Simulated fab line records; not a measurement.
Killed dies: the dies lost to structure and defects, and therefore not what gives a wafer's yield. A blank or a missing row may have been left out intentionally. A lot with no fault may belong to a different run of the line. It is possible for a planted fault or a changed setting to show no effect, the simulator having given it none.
Matching of chambers | flow n5Finfet | N5_FIN_SAQP_SPACER2_ALD_28 on aldSin-04 has 4 sister chambers
The step deposits SiO2, target thk 8.1 nm, pulse time 1 s, purge time 2 s. 4 wafers are shown with their chamber, then 7 later ones without.

## WAFERS WITH THEIR CHAMBER
wafer  | chamber | heaterPowerW (W)
L085.1 | 3       | 498
L085.4 | 2       | 629
L086.1 | 1       | 424
L086.3 | 0       | 559

## WAFERS WITH NO CHAMBER GIVEN
wafer  | heaterPowerW (W)
L086.5 | 487
L088.1 | 543
L088.3 | 630
L088.4 | 637
L092.2 | 622
L092.3 | 561
L092.4 | 495

## CHAMBER TAKEN BY EACH
wafer  | from the rows above | in truth
L086.5 | 3                   | 3
L088.1 | 0                   | 0
L088.3 | 2                   | 2
L088.4 | 2                   | 2
L092.2 | 2                   | 2
L092.3 | 0                   | 0
L092.4 | 3                   | 3
Correct placement for 7 of the 7. Number that these rows cannot place: 0. 0 placed wrongly.
How it was worked out, from the rows above alone: a wafer's distance from a chamber is the root of the sum, over the readings, of the square of ((its reading less the chamber's mean) divided by the reading's scatter). If the next closest chamber is less than 2 further off than the closest, the wafer can't be placed; otherwise it belongs to the closest. Each chamber's mean is taken over the wafers shown for it. The scatter: with one shown wafer a chamber, the root of the mean of the squares of how far each hidden wafer lies from its nearest shown one.
